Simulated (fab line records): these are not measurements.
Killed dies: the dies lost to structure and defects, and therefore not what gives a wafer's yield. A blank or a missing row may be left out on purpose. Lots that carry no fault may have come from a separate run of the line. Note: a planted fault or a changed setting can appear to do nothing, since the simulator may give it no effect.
fab line records ; flow n5_finfet
record lots=7; wafers=21
route steps=1938 shown BEOL_M7@1263 BEOL_M8@1332 BEOL_M11@1539 BEOL_M13@1705
start_h: start of the lot's first displayed wafer, in hours after the record's first day ; wait_h: how many hours have passed since the lot's step before this one ; " unchanged from the row above ; L1.1+2: one row covering several wafers at once ; - value missing, or start not given ; * or withheld: withheld ; < > ~ a bound
route shown NAME@n: a module of which the file shows steps, and the number in the route of the first ; usual: mean/standard deviation of fault-free wafers ; same: alike in all rows ; chamber/n: place in a boat ; sites: each site's reading ; _std_site: standard deviation of those values ; _edge_site: outer sites' mean less inner sites' ; radius_mm: for every site, how far away it sits from the centre of the wafer ; mask NAME#n: copy n ; behind: tool/chamber where the wafer was last shaped ; hold: why the lot was held/for how many hours/how that ended ; device: names the non-switching transistor (n, p or np) ; end of line: at the end of the route, the tests of the same wafers ; where a step has no rows: the recipe by itself ; killed: the dies lost at the first sort to structure and to defects; this is not the yield of the wafer ; map: a wafer's dies, marking killed ones x, the rest . and places with no die _
set.NAME: the setting as run; set.NAME@STEP: as run at that earlier step ; model.NAME: the simulator's own value behind a step, which no gauge read
one table per step and one row per wafer, for lots whose settings were changed on purpose
## steps
# step N5_BEOL_M7_ILD_DEP_00
# recipe material=SiCOH_lowk; target_thk_a=1797.5; temp_c=300; precursor=DEMS/porogen; pressure_torr=5; rf_w=500; time_s=33.4
lot.wafer;tool;chamber;start_h;wait_h;set.time_s;model.SiCOH_lowk_of_BEOL_M7_ILD_DEP_00.thk_nm
L075.1;pecvd-04;0;188.14;0.0;29.66;157.6
L075.2;pecvd-04;2;188.14;0.0;29.66;160.6
L075.3;pecvd-04;1;188.14;0.0;33.4;180
L077.1;pecvd-04;1;203.00;0.0;33.4;178.8
L077.2;pecvd-04;2;203.00;0.0;33.4;178.2
L077.5;pecvd-04;0;203.00;0.0;33.4;181.8
L085.1;pecvd-04;1;269.18;0.0;33.4;179.4
L085.3;pecvd-04;2;269.18;0.0;38.08;202.8
L085.4;pecvd-04;0;269.18;0.0;38.08;207
L088.2;pecvd-01;0;278.73;0.0;33.4;179
L088.3;pecvd-01;1;278.73;0.0;33.4;180.6
L088.6;pecvd-01;2;278.73;0.0;33.4;181.2
L091.2;pecvd-04;2;299.47;0.0;33.4;177
L091.3;pecvd-04;1;299.47;0.0;33.4;181.2
L091.6;pecvd-04;2;299.47;0.0;33.4;178.6
L092.1;pecvd-04;1;304.09;0.0;33.4;176.4
L092.3;pecvd-04;0;304.09;0.0;31.55;167.4
L092.4;pecvd-04;0;304.09;0.0;33.4;179.4
L097.2;pecvd-04;0;323.51;0.0;33.4;179.2
L097.5;pecvd-04;1;323.51;0.0;33.4;180.8
L097.6;pecvd-04;2;323.51;0.0;33.4;179.8
# step N5_BEOL_M7_CURE_74
# recipe temp_c=385; time_s=240; ambient=He/Ar; material=SiCOH_lowk
lot.wafer;tool;chamber;start_h;wait_h;set.time_s@BEOL_M7_ILD_DEP_00;model.SiCOH_lowk_of_BEOL_M7_ILD_DEP_00.thk_nm
L075.1;uv_cure-02;2;188.20;0.0;29.66;135.8
L075.2;uv_cure-02;2;188.20;0.0;29.66;138.4
L075.3;uv_cure-02;2;188.20;0.0;33.4;155.2
L077.1;uv_cure-03;0;203.07;0.0;33.4;154.2
L077.2;uv_cure-03;0;203.07;0.0;33.4;153.6
L077.5;uv_cure-03;0;203.07;0.0;33.4;156.8
L085.1;uv_cure-02;0;269.24;0.0;33.4;154.6
L085.3;uv_cure-02;0;269.24;0.0;38.08;175.2
L085.4;uv_cure-02;0;269.24;0.0;38.08;178.8
L088.2;uv_cure-03;2;278.88;0.1;33.4;154.4
L088.3;uv_cure-03;2;278.88;0.1;33.4;155.8
L088.6;uv_cure-03;2;278.88;0.1;33.4;156.2
L091.2;uv_cure-03;1;299.62;0.1;33.4;152.6
L091.3;uv_cure-03;1;299.62;0.1;33.4;156.4
L091.6;uv_cure-03;1;299.62;0.1;33.4;154
L092.1;uv_cure-02;0;304.16;0.0;33.4;152
L092.3;uv_cure-02;0;304.16;0.0;31.55;144.2
L092.4;uv_cure-02;0;304.16;0.0;33.4;154.8
L097.2;uv_cure-02;0;323.65;0.1;33.4;154.6
L097.5;uv_cure-02;0;323.65;0.1;33.4;156
L097.6;uv_cure-02;0;323.65;0.1;33.4;155
# step N5_BEOL_M7_THK_MEAS_01
# recipe reads=SiCOH_lowk_of_BEOL_M7_ILD_DEP_00
# usual M7_ILD_THK=155.2/1.7
lot.wafer;tool;chamber;start_h;wait_h;set.time_s@BEOL_M7_ILD_DEP_00;M7_ILD_THK[nm]
L075.1;film_metro-01;-;188.72;0.4;29.66;135.6
L075.2;film_metro-01;-;188.72;0.4;29.66;138.4
L075.3;film_metro-01;-;188.72;0.4;33.4;155.2
L077.1;film_metro-01;-;203.58;0.4;33.4;154.0
L077.2;film_metro-01;-;203.58;0.4;33.4;153.7
L077.5;film_metro-01;-;203.58;0.4;33.4;156.8
L085.1;film_metro-01;-;270.24;0.8;33.4;154.5
L085.3;film_metro-01;-;270.24;0.8;38.08;175.3
L085.4;film_metro-01;-;270.24;0.8;38.08;178.6
L088.2;film_metro-02;-;279.31;0.4;33.4;154.5
L088.3;film_metro-02;-;279.31;0.4;33.4;155.7
L088.6;film_metro-02;-;279.31;0.4;33.4;156.2
L091.2;film_metro-01;-;300.05;0.4;33.4;152.7
L091.3;film_metro-01;-;300.05;0.4;33.4;156.3
L091.6;film_metro-01;-;300.05;0.4;33.4;153.8
L092.1;film_metro-01;-;304.67;0.4;33.4;152.0
L092.3;film_metro-01;-;304.67;0.4;31.55;144.2
L092.4;film_metro-01;-;304.67;0.4;33.4;154.9
L097.2;film_metro-01;-;324.09;0.4;33.4;154.7
L097.5;film_metro-01;-;324.09;0.4;33.4;156.0
L097.6;film_metro-01;-;324.09;0.4;33.4;155.0
# step N5_BEOL_M8_ILD_DEP_00
# recipe material=SiCOH_lowk; target_thk_a=1797.5; temp_c=300; precursor=DEMS/porogen; pressure_torr=5; rf_w=500; time_s=33.4
lot.wafer;tool;chamber;start_h;wait_h;set.time_s;model.SiCOH_lowk_of_BEOL_M8_ILD_DEP_00.thk_nm
L075.1;pecvd-04;1;198.61;0.0;28.93;156.4
L075.2;pecvd-04;2;198.61;0.0;28.93;155.4
L075.3;pecvd-04;0;198.61;0.0;33.4;180.6
L077.1;pecvd-02;1;210.31;0.0;29.85;155
L077.2;pecvd-02;2;210.31;0.0;29.85;159.2
L077.5;pecvd-02;1;210.31;0.0;33.4;177.8
L085.1;pecvd-03;1;277.03;0.0;33.4;176.8
L085.3;pecvd-03;2;277.03;0.0;33.4;175.6
L085.4;pecvd-03;1;277.03;0.0;35.73;193.6
L088.2;pecvd-02;2;287.07;0.0;30.46;162
L088.3;pecvd-02;0;287.07;0.0;30.46;160.8
L088.6;pecvd-02;2;287.07;0.0;33.4;180.2
L091.2;pecvd-03;0;305.90;0.0;33.4;179.8
L091.3;pecvd-03;1;305.90;0.0;33.4;178.2
L091.6;pecvd-03;1;305.90;0.0;33.4;181.6
L092.1;pecvd-04;1;310.98;0.0;30.55;163
L092.3;pecvd-04;0;310.98;0.0;33.4;178.2
L092.4;pecvd-04;0;310.98;0.0;30.55;166
L097.2;pecvd-02;1;334.61;0.0;33.4;177.4
L097.5;pecvd-02;1;334.61;0.0;33.4;179.6
L097.6;pecvd-02;0;334.61;0.0;33.4;181.8
# step N5_BEOL_M8_CURE_74
# recipe temp_c=385; time_s=240; ambient=He/Ar; material=SiCOH_lowk
lot.wafer;tool;chamber;start_h;wait_h;set.time_s@BEOL_M8_ILD_DEP_00;model.SiCOH_lowk_of_BEOL_M8_ILD_DEP_00.thk_nm
L075.1;uv_cure-02;2;198.67;0.0;28.93;134.6
L075.2;uv_cure-02;2;198.67;0.0;28.93;133.8
L075.3;uv_cure-02;2;198.67;0.0;33.4;155.6
L077.1;uv_cure-03;1;210.41;0.1;29.85;133.4
L077.2;uv_cure-03;1;210.41;0.1;29.85;137.2
L077.5;uv_cure-03;1;210.41;0.1;33.4;153.4
L085.1;uv_cure-01;0;277.09;0.0;33.4;152.4
L085.3;uv_cure-01;0;277.09;0.0;33.4;151.4
L085.4;uv_cure-01;0;277.09;0.0;35.73;167
L088.2;uv_cure-02;0;287.22;0.1;30.46;139.6
L088.3;uv_cure-02;0;287.22;0.1;30.46;138.6
L088.6;uv_cure-02;0;287.22;0.1;33.4;155.4
L091.2;uv_cure-02;2;306.26;0.3;33.4;155.2
L091.3;uv_cure-02;2;306.26;0.3;33.4;153.8
L091.6;uv_cure-02;2;306.26;0.3;33.4;156.6
L092.1;uv_cure-02;1;311.04;0.0;30.55;140.6
L092.3;uv_cure-02;1;311.04;0.0;33.4;153.6
L092.4;uv_cure-02;1;311.04;0.0;30.55;143
L097.2;uv_cure-02;1;334.75;0.1;33.4;153
L097.5;uv_cure-02;1;334.75;0.1;33.4;155
L097.6;uv_cure-02;1;334.75;0.1;33.4;156.8
# step N5_BEOL_M8_THK_MEAS_01
# recipe reads=SiCOH_lowk_of_BEOL_M8_ILD_DEP_00
# usual M8_ILD_THK=155.1/2
lot.wafer;tool;chamber;start_h;wait_h;set.time_s@BEOL_M8_ILD_DEP_00;M8_ILD_THK[nm]
L075.1;film_metro-01;-;199.18;0.4;28.93;134.6
L075.2;film_metro-01;-;199.18;0.4;28.93;133.8
L075.3;film_metro-01;-;199.18;0.4;33.4;155.6
L077.1;film_metro-02;-;211.41;0.8;29.85;133.6
L077.2;film_metro-02;-;211.41;0.8;29.85;137.2
L077.5;film_metro-02;-;211.41;0.8;33.4;153.3
L085.1;film_metro-01;-;277.60;0.4;33.4;152.5
L085.3;film_metro-01;-;277.60;0.4;33.4;151.3
L085.4;film_metro-01;-;277.60;0.4;35.73;166.9
L088.2;film_metro-01;-;287.65;0.4;30.46;139.5
L088.3;film_metro-01;-;287.65;0.4;30.46;138.5
L088.6;film_metro-01;-;287.65;0.4;33.4;155.5
L091.2;film_metro-02;-;306.70;0.4;33.4;155.1
L091.3;film_metro-02;-;306.70;0.4;33.4;153.7
L091.6;film_metro-02;-;306.70;0.4;33.4;156.5
L092.1;film_metro-01;-;311.55;0.4;30.55;140.5
L092.3;film_metro-01;-;311.55;0.4;33.4;153.7
L092.4;film_metro-01;-;311.55;0.4;30.55;143.0
L097.2;film_metro-02;-;335.19;0.4;33.4;153.0
L097.5;film_metro-02;-;335.19;0.4;33.4;154.9
L097.6;film_metro-02;-;335.19;0.4;33.4;156.7
# step N5_BEOL_M8_COAT_05
# recipe resist=CAR-ArF; spin_rpm=1500; resist_thk_nm=90
lot.wafer;tool;chamber;start_h;wait_h;set.spin_rpm;model.CAR-ArF_of_BEOL_M8_COAT_05.thk_nm
L075.1;litho_track-01;0;-;-;1586;87.8
L075.2;litho_track-01;0;-;-;1500;89.8
L075.3;litho_track-01;0;-;-;1500;90
L077.1;litho_track-02;0;-;-;1380;94.6
L077.2;litho_track-02;0;-;-;1380;94.4
L077.5;litho_track-02;0;-;-;1500;90.4
L085.1;litho_track-04;0;-;-;1423;92.6
L085.3;litho_track-04;0;-;-;1423;92.2
L085.4;litho_track-04;0;-;-;1500;90.2
L088.2;litho_track-02;0;-;-;1500;90.4
L088.3;litho_track-02;0;-;-;1406;93.4
L088.6;litho_track-02;0;-;-;1500;90.2
L091.2+3;litho_track-04;0;-;-;1500;90.2
L091.6;litho_track-04;0;-;-;1500;90
L092.1;litho_track-01;0;-;-;1500;90
L092.3;litho_track-01;0;-;-;1554;89
L092.4;litho_track-01;0;-;-;1554;88.8
L097.2;litho_track-02;0;-;-;1500;90
L097.5;litho_track-02;0;-;-;1362;94.4
L097.6;litho_track-02;0;-;-;1362;94.6
# step N5_BEOL_M8_EBR_07
# recipe solvent=PGMEA; ebr_width_mm=1.5
# step N5_BEOL_M8_SOFTBAKE_06
# recipe temp_c=110; time_s=60; resist=CAR-ArF
# step N5_BEOL_M8_DESCUM_16
# recipe chemistry=O2; time_s=7.9; source_power_w=50; bias_power_w=20; pressure_mtorr=20; rf_frequency_hz=2.712e+07; temp_c=40; resist=CAR-ArF; o2_flow_sccm=225
# step N5_BEOL_M8_ETCH_61
# recipe chemistry=CF4; target=SiARC; target_depth_a=455; mask_material=CAR-ArF; time_s=75.8; ion_energy_ev=80; pressure_mtorr=40; source_w=545; bias_w=36; Ar_flow_sccm=100; cf4_flow_sccm=100; ends=cleared
lot.wafer;tool;chamber;start_h;wait_h;set.spin_rpm@BEOL_M8_COAT_05;model.CAR-ArF_of_BEOL_M8_COAT_05.thk_nm
L075.1;rie_diel-05;3;201.53;0.0;1586;48.6
L075.2+3;rie_diel-05;1,2;201.53;0.0;1500;50.8
L077.1;rie_diel-04;1;213.16;0.0;1380;55.2
L077.2;rie_diel-04;0;213.16;0.0;1380;55
L077.5;rie_diel-04;3;213.16;0.0;1500;51
L085.1+3;rie_diel-03;0,3;279.73;0.0;1423;53.2
L085.4;rie_diel-03;1;279.73;0.0;1500;51.2
L088.2+6;rie_diel-05;1;289.82;0.0;1500;51
L088.3;rie_diel-05;3;289.82;0.0;1406;54
L091.2+6;rie_diel-03;2,0;307.78;0.0;1500;50.8
L091.3;rie_diel-03;0;307.78;0.0;1500;51
L092.1;rie_diel-04;2;313.54;0.0;1500;50.8
L092.3;rie_diel-04;0;313.54;0.0;1554;49.6
L092.4;rie_diel-04;3;313.54;0.0;1554;49.4
L097.2;rie_diel-05;1;338.23;0.0;1500;50.8
L097.5;rie_diel-05;1;338.23;0.0;1362;55.2
L097.6;rie_diel-05;2;338.23;0.0;1362;55.4
# step N5_BEOL_M8_ETCH_66
# recipe chemistry=N2/H2; target=SOC; target_depth_a=800; overetch_a=160; mask_material=SiARC; temp_c=40; time_s=120; ion_energy_ev=200; pressure_mtorr=30; source_w=840; bias_w=150; n2_flow_sccm=200; h2_flow_sccm=200
# usual rf_vpp_V=523.6/2.3
lot.wafer;tool;chamber;start_h;wait_h;set.bias_w;rf_vpp_V;model.SiARC_of_BEOL_M8_COAT_64.thk_nm
L075.1;rie_diel-05;2;204.47;0.0;125.8;467.6;7.6
L075.2;rie_diel-05;1;204.47;0.0;150;523.2;6.4
L075.3;rie_diel-05;0;204.47;0.0;125.8;467.2;7.6
L077.1;rie_diel-03;2;216.58;0.0;150;525.4;6.6
L077.2;rie_diel-03;1;216.58;0.0;150;521.4;6.4
L077.5;rie_diel-03;1;216.58;0.0;150;522.2;6.4
L085.1;rie_diel-04;0;281.76;0.0;150;526.3;6.2
L085.3;rie_diel-04;2;281.76;0.0;131.5;479.9;7.4
L085.4;rie_diel-04;1;281.76;0.0;150;522.9;6.6
L088.2;rie_diel-05;3;291.14;0.0;150;525.5;6.6
L088.3;rie_diel-05;2;291.14;0.0;167.1;558.0;5.6
L088.6;rie_diel-05;1;291.14;0.0;167.1;559.5;5.6
L091.2;rie_diel-03;2;308.89;0.0;150;525.6;6.4
L091.3;rie_diel-03;1;308.89;0.0;150;523.8;6.4
L091.6;rie_diel-03;2;308.89;0.0;150;527.2;6.2
L092.1;rie_diel-05;1;314.69;0.0;150;522.2;6.4
L092.3;rie_diel-05;2;314.69;0.0;150;521.0;6.4
L092.4;rie_diel-05;1;314.69;0.0;150;522.3;6.4
L097.2;rie_diel-03;1;341.09;0.0;138.1;493.4;7
L097.5;rie_diel-03;0;341.09;0.0;150;522.4;6.4
L097.6;rie_diel-03;1;341.09;0.0;138.1;495.9;7
# step N5_BEOL_M8_VIA_ETCH_34
# recipe chemistry=C4F6/O2; target=SiCOH_lowk; target_depth_a=1255; mask_material=SOC; taper_deg=4; time_s=50.5; ion_energy_ev=250; pressure_mtorr=30; source_w=345; bias_w=185; Ar_flow_sccm=300; C4F6_flow_sccm=10; O2_flow_sccm=10
# usual rf_vpp_V=667/8.2
lot.wafer;tool;chamber;start_h;wait_h;set.bias_w;rf_vpp_V;model.etch.depth_nm
L075.1;rie_diel-05;2;204.57;0.0;185;654;124.9
L075.2;rie_diel-05;1;204.57;0.0;185;673;126.9
L075.3;rie_diel-05;0;204.57;0.0;185;670;124.5
L077.1;rie_diel-03;2;216.68;0.0;185;678;123.9
L077.2;rie_diel-03;1;216.68;0.0;185;669;126.7
L077.5;rie_diel-03;1;216.68;0.0;185;668;126.7
L085.1;rie_diel-04;0;281.86;0.0;185;674;125.6
L085.3;rie_diel-04;2;281.86;0.0;185;653;125.3
L085.4;rie_diel-04;1;281.86;0.0;185;662;124.1
L088.2;rie_diel-05;3;291.24;0.0;185;677;123.5
L088.3;rie_diel-05;2;291.24;0.0;185;654;124.3
L088.6;rie_diel-05;1;291.24;0.0;209.1;739;130.3
L091.2;rie_diel-03;2;308.99;0.0;185;678;124.7
L091.3;rie_diel-03;1;308.99;0.0;185;669;125.3
L091.6;rie_diel-03;2;308.99;0.0;185;678;125.6
L092.1;rie_diel-05;1;314.84;0.0;160.2;599;120.8
L092.3;rie_diel-05;2;314.84;0.0;160.2;584;121
L092.4;rie_diel-05;1;314.84;0.0;185;671;127.4
L097.2;rie_diel-03;1;341.19;0.0;185;669;125.8
L097.5;rie_diel-03;0;341.19;0.0;201.6;706;129.5
L097.6;rie_diel-03;1;341.19;0.0;185;667;126.6
# step N5_BEOL_M11_PECVD_70
# recipe material=SiO2; target_thk_a=200; temp_c=400; precursor=TEOS/O2; pressure_torr=5.5; rf_w=450; teos_flow_sccm=53.8; gas=O2; flow_sccm=3000; time_s=22.7
lot.wafer;tool;chamber;start_h;wait_h;set.time_s;model.SiO2_of_BEOL_M11_PECVD_70.thk_nm
L075.1;pecvd-01;0;227.87;0.0;22.7;19.6
L075.2;pecvd-01;1;227.87;0.0;24.94;22
L075.3;pecvd-01;2;227.87;0.0;22.7;19.8
L077.1;pecvd-02;0;239.57;0.0;22.7;19.8
L077.2;pecvd-02;1;239.57;0.0;19.69;17
L077.5;pecvd-02;0;239.57;0.0;22.7;20
L085.1;pecvd-04;0;301.57;0.0;22.7;20.2
L085.3;pecvd-04;2;301.57;0.0;24.61;21.8
L085.4;pecvd-04;1;301.57;0.0;22.7;20.6
L088.2;pecvd-02;1;309.70;0.0;22.7;19.8
L088.3;pecvd-02;2;309.70;0.0;25.49;22
L088.6;pecvd-02;1;309.70;0.0;25.49;22.6
L091.2;pecvd-02;1;328.68;0.0;22.7;19.6
L091.3;pecvd-02;2;328.68;0.0;22.7;19.8
L091.6;pecvd-02;2;328.68;0.0;22.7;20
L092.1;pecvd-01;0;334.82;0.0;22.7;19.8
L092.3;pecvd-01;2;334.82;0.0;20.54;18
L092.4;pecvd-01;0;334.82;0.0;22.7;20.2
L097.2;pecvd-04;2;361.92;0.0;22.7;19.8
L097.5;pecvd-04;2;361.92;0.0;24.22;21.4
L097.6;pecvd-04;1;361.92;0.0;24.22;21.2
# step N5_BEOL_M11_CURE_72
# recipe temp_c=370; time_s=120; ambient=DMADMS/He; material=SiCOH_lowk
lot.wafer;tool;chamber;start_h;wait_h;set.time_s
L075.1;uv_cure-01;2;232.47;0.0;99.89
L075.2+3;uv_cure-01;2;232.47;0.0;120
L077.1;uv_cure-03;2;244.55;0.1;120
L077.2+5;uv_cure-03;2;244.55;0.1;109.1
L085.1;uv_cure-01;2;306.09;0.4;120
L085.3+4;uv_cure-01;2;306.09;0.4;100.7
L088.2+6;uv_cure-03;2;312.91;0.1;120
L088.3;uv_cure-03;2;312.91;0.1;109.8
L091.2+3+6;uv_cure-03;2;333.49;0.1;120
L092.1;uv_cure-02;0;337.43;0.0;142.1
L092.3+4;uv_cure-02;0;337.43;0.0;120
L097.2+5+6;uv_cure-03;1;370.39;0.1;120
# step N5_BEOL_M11_DEGAS_44
# recipe ambient=vacuum; temp_c=250; time_s=60
# step N5_BEOL_M11_PRE_CLEAN_45
# recipe gas=H2/He; time_s=30; temp_c=250
# step N5_BEOL_M11_ECD_50
# recipe material=Cu; target_thk_a=3180
# step N5_BEOL_M11_ANNEAL_51
# recipe temp_c=225; time_s=90; ambient=N2
# step N5_BEOL_M11_CMP_52
# recipe stop_on=SiCOH_lowk; t_overpolish_s=7; down_force_psi=1; platen_rpm=50; clearing_platen_down_force_psi=1.5; clearing_platen_rpm=50; post_cmp_clean=cu_alkaline; target_thk_nm=140; clearing_platen_pad_velocity_m_s=0.99484; pad_velocity_m_s=0.99484
# usual barrier_field_endpoint_s=29.0/0.66
lot.wafer;tool;chamber;start_h;wait_h;set.time_s@BEOL_M11_PECVD_70;barrier_field_endpoint_s
L075.3;cmp-03;2;234.62;0.2;22.7;29.2
L075.2;cmp-03;3;234.62;0.2;24.94;31.6
L075.1;cmp-03;1;234.62;0.2;22.7;28.5
L077.1;cmp-01;1;247.74;0.3;22.7;27.4
L077.2;cmp-01;3;247.74;0.3;19.69;25.4
L077.5;cmp-01;1;247.74;0.3;22.7;28.2
L085.1;cmp-04;0;307.98;0.5;22.7;28.9
L085.4;cmp-04;1;307.98;0.5;22.7;28.8
L085.3;cmp-04;2;307.98;0.5;24.61;30.6
L088.3;cmp-03;1;315.68;0.2;25.49;31.0
L088.2;cmp-03;0;315.68;0.2;22.7;29.8
L088.6;cmp-03;1;315.68;0.2;25.49;31.6
L091.2;cmp-03;3;335.35;0.2;22.7;29.6
L091.3;cmp-03;2;335.35;0.2;22.7;29.3
L091.6;cmp-03;0;335.35;0.2;22.7;29.4
L092.3;cmp-01;0;339.17;0.2;20.54;26.7
L092.4;cmp-01;1;339.17;0.2;22.7;29.8
L092.1;cmp-01;2;339.17;0.2;22.7;28.6
L097.2;cmp-01;1;372.99;0.3;22.7;28.0
L097.5;cmp-01;3;372.99;0.3;24.22;31.2
L097.6;cmp-01;0;372.99;0.3;24.22;30.4
# step N5_BEOL_M13_SPUTTER_43
# recipe material=TaN; target_thk_a=150; temp_c=50; bias_v=168.6; power_w=15000; chamber_pressure_pa=0.12; time_s=24.19
lot.wafer;tool;chamber;start_h;wait_h;set.time_s;model.TaN_of_BEOL_M13_SPUTTER_43.thk_nm
L075.1;pvd_sputter-01;-;245.33;0.0;26.89;16.8
L075.2+3;pvd_sputter-01;-;245.33;0.0;24.19;15
L077.1;pvd_sputter-01;-;256.44;0.0;24.19;15.2
L077.2;pvd_sputter-01;-;256.44;0.0;27.7;17.4
L077.5;pvd_sputter-01;-;256.44;0.0;24.19;15
L085.1;pvd_sputter-01;-;321.38;0.0;21.53;13.2
L085.3;pvd_sputter-01;-;321.38;0.0;24.19;14.8
L085.4;pvd_sputter-01;-;321.38;0.0;21.53;13.4
L088.2;pvd_sputter-03;-;326.08;0.0;21.82;13.4
L088.3+6;pvd_sputter-03;-;326.08;0.0;24.19;15
L091.2+3+6;pvd_sputter-02;-;345.02;0.0;24.19;15.2
L092.1+4;pvd_sputter-03;-;349.97;0.0;26.35;16.2
L092.3;pvd_sputter-03;-;349.97;0.0;24.19;14.8
L097.2+6;pvd_sputter-02;-;387.16;0.0;24.19;14.8
L097.5;pvd_sputter-02;-;387.16;0.0;26.56;16.2
# step N5_BEOL_M13_SPUTTER_44
# recipe material=Ta; target_thk_a=100; temp_c=50; bias_v=80; power_w=15000; chamber_pressure_pa=0.07; time_s=16.13
# step N5_BEOL_M13_SPUTTER_45
# recipe material=Cu; target_thk_a=800; temp_c=-20; bias_v=60; power_w=26000; chamber_pressure_pa=0.13; time_s=13.33
# step N5_BEOL_M13_ECD_47
# recipe material=Cu; target_thk_a=9360
# step N5_BEOL_M13_ANNEAL_48
# recipe temp_c=225; time_s=90; ambient=N2
# step N5_BEOL_M13_CMP_49
# recipe stop_on=SiOC; t_overpolish_s=17.1; down_force_psi=1; platen_rpm=50; clearing_platen_down_force_psi=1.5; clearing_platen_rpm=50; post_cmp_clean=cu_alkaline; target_thk_nm=420; clearing_platen_pad_velocity_m_s=0.99484; pad_velocity_m_s=0.99484
# usual barrier_field_endpoint_s=30.2/0.51
lot.wafer;tool;chamber;start_h;wait_h;set.time_s@BEOL_M13_SPUTTER_43;barrier_field_endpoint_s
L075.2;cmp-04;3;246.42;0.2;24.19;29.7
L075.1;cmp-04;0;246.42;0.2;26.89;32.0
L075.3;cmp-04;2;246.42;0.2;24.19;30.3
L077.2;cmp-04;2;257.26;0.3;27.7;32.9
L077.1;cmp-04;3;257.26;0.3;24.19;31.2
L077.5;cmp-04;1;257.26;0.3;24.19;29.6
L085.1;cmp-04;0;322.16;0.3;21.53;28.6
L085.3;cmp-04;1;322.16;0.3;24.19;29.7
L085.4;cmp-04;2;322.16;0.3;21.53;28.9
L088.2;cmp-03;2;327.23;0.3;21.82;28.0
L088.3;cmp-03;3;327.23;0.3;24.19;30.5
L088.6;cmp-03;0;327.23;0.3;24.19;30.3
L091.2;cmp-03;0;345.77;0.2;24.19;30.7
L091.3;cmp-03;2;345.77;0.2;24.19;30.7
L091.6;cmp-03;0;345.77;0.2;24.19;30.9
L092.3;cmp-03;2;351.34;0.2;24.19;29.8
L092.1;cmp-03;0;351.34;0.2;26.35;31.7
L092.4;cmp-03;1;351.34;0.2;26.35;31.7
L097.2;cmp-03;0;388.03;0.2;24.19;29.9
L097.5;cmp-03;0;388.03;0.2;26.56;31.1
L097.6;cmp-03;1;388.03;0.2;24.19;29.4
# step N5_BEOL_M13_DEP_53
# recipe material=SiCN; target_thk_a=500; temp_c=withheld; precursor=3MS/NH3; pressure_torr=3; rf_w=675; time_s=17.8
lot.wafer;tool;chamber;start_h;wait_h;set.time_s;model.SiCN_of_BEOL_M13_DEP_53.thk_nm
L075.1;pecvd-03;2;246.78;0.0;17.8;49.4
L075.2;pecvd-03;1;246.78;0.0;17.04;47.6
L075.3;pecvd-03;0;246.78;0.0;17.8;50
L077.1+5;pecvd-04;0;257.55;0.0;17.8;49.8
L077.2;pecvd-04;2;257.55;0.0;17.8;49.6
L085.1;pecvd-04;1;322.48;0.0;16.27;45
L085.3;pecvd-04;2;322.48;0.0;17.8;49.2
L085.4;pecvd-04;0;322.48;0.0;17.8;50.2
L088.2;pecvd-04;0;327.52;0.0;17.8;49.8
L088.3+6;pecvd-04;2,1;327.52;0.0;17.8;49.4
L091.2+3;pecvd-01;2,1;346.13;0.0;17.8;48.8
L091.6;pecvd-01;0;346.13;0.0;17.8;50.4
L092.1;pecvd-04;1;351.70;0.0;17.8;49.6
L092.3;pecvd-04;2;351.70;0.0;17.8;50
L092.4;pecvd-04;0;351.70;0.0;17.8;50.4
L097.2;pecvd-01;0;388.39;0.0;17.8;48.6
L097.5;pecvd-01;0;388.39;0.0;17.8;50
L097.6;pecvd-01;2;388.39;0.0;15.25;43
## key
split step=N5_BEOL_M7_ILD_DEP_00; setting=time_s; stated=33.4; by=wafer
response step=N5_BEOL_M7_ILD_DEP_00; reading=model.SiCOH_lowk_of_BEOL_M7_ILD_DEP_00.thk_nm; change=+1.84; per=1%; r=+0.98
response step=N5_BEOL_M7_CURE_74; reading=model.SiCOH_lowk_of_BEOL_M7_ILD_DEP_00.thk_nm; change=+1.61; per=1%; r=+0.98
response step=N5_BEOL_M7_THK_MEAS_01; reading=M7_ILD_THK; change=+1.62; per=1%; r=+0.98
split step=N5_BEOL_M8_ILD_DEP_00; setting=time_s; stated=33.4; by=wafer
response step=N5_BEOL_M8_ILD_DEP_00; reading=model.SiCOH_lowk_of_BEOL_M8_ILD_DEP_00.thk_nm; change=+1.94; per=1%; r=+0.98
response step=N5_BEOL_M8_CURE_74; reading=model.SiCOH_lowk_of_BEOL_M8_ILD_DEP_00.thk_nm; change=+1.69; per=1%; r=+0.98
response step=N5_BEOL_M8_THK_MEAS_01; reading=M8_ILD_THK; change=+1.69; per=1%; r=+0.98
split step=N5_BEOL_M8_COAT_05; setting=spin_rpm; stated=1500; by=wafer
response step=N5_BEOL_M8_COAT_05; reading=model.CAR-ArF_of_BEOL_M8_COAT_05.thk_nm; change=-0.465; per=1%; r=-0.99
response step=N5_BEOL_M8_ETCH_61; reading=model.CAR-ArF_of_BEOL_M8_COAT_05.thk_nm; change=-0.464; per=1%; r=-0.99
split step=N5_BEOL_M8_ETCH_66; setting=bias_w; stated=150; by=wafer
response step=N5_BEOL_M8_ETCH_66; reading=rf_vpp_V; change=+3.39; per=1%; r=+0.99
response step=N5_BEOL_M8_ETCH_66; reading=model.SiARC_of_BEOL_M8_COAT_64.thk_nm; change=-0.0791; per=1%; r=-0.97
split step=N5_BEOL_M8_VIA_ETCH_34; setting=bias_w; stated=185; by=wafer
response step=N5_BEOL_M8_VIA_ETCH_34; reading=rf_vpp_V; change=+5.5; per=1%; r=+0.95
response step=N5_BEOL_M8_VIA_ETCH_34; reading=model.etch.depth_nm; change=+0.464; per=1%; r=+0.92
split step=N5_BEOL_M11_PECVD_70; setting=time_s; stated=22.7; by=wafer
response step=N5_BEOL_M11_PECVD_70; reading=model.SiO2_of_BEOL_M11_PECVD_70.thk_nm; change=+0.211; per=1%; r=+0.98
response step=N5_BEOL_M11_CMP_52; reading=barrier_field_endpoint_s; change=+0.214; per=1%; r=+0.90
split step=N5_BEOL_M11_CURE_72; setting=time_s; stated=120; by=wafer
response none clear
split step=N5_BEOL_M13_SPUTTER_43; setting=time_s; stated=24.19; by=wafer
response step=N5_BEOL_M13_SPUTTER_43; reading=model.TaN_of_BEOL_M13_SPUTTER_43.thk_nm; change=+0.154; per=1%; r=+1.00
response step=N5_BEOL_M13_CMP_49; reading=barrier_field_endpoint_s; change=+0.171; per=1%; r=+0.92
split step=N5_BEOL_M13_DEP_53; setting=time_s; stated=17.8; by=wafer
response step=N5_BEOL_M13_DEP_53; reading=model.SiCN_of_BEOL_M13_DEP_53.thk_nm; change=+0.47; per=1%; r=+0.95
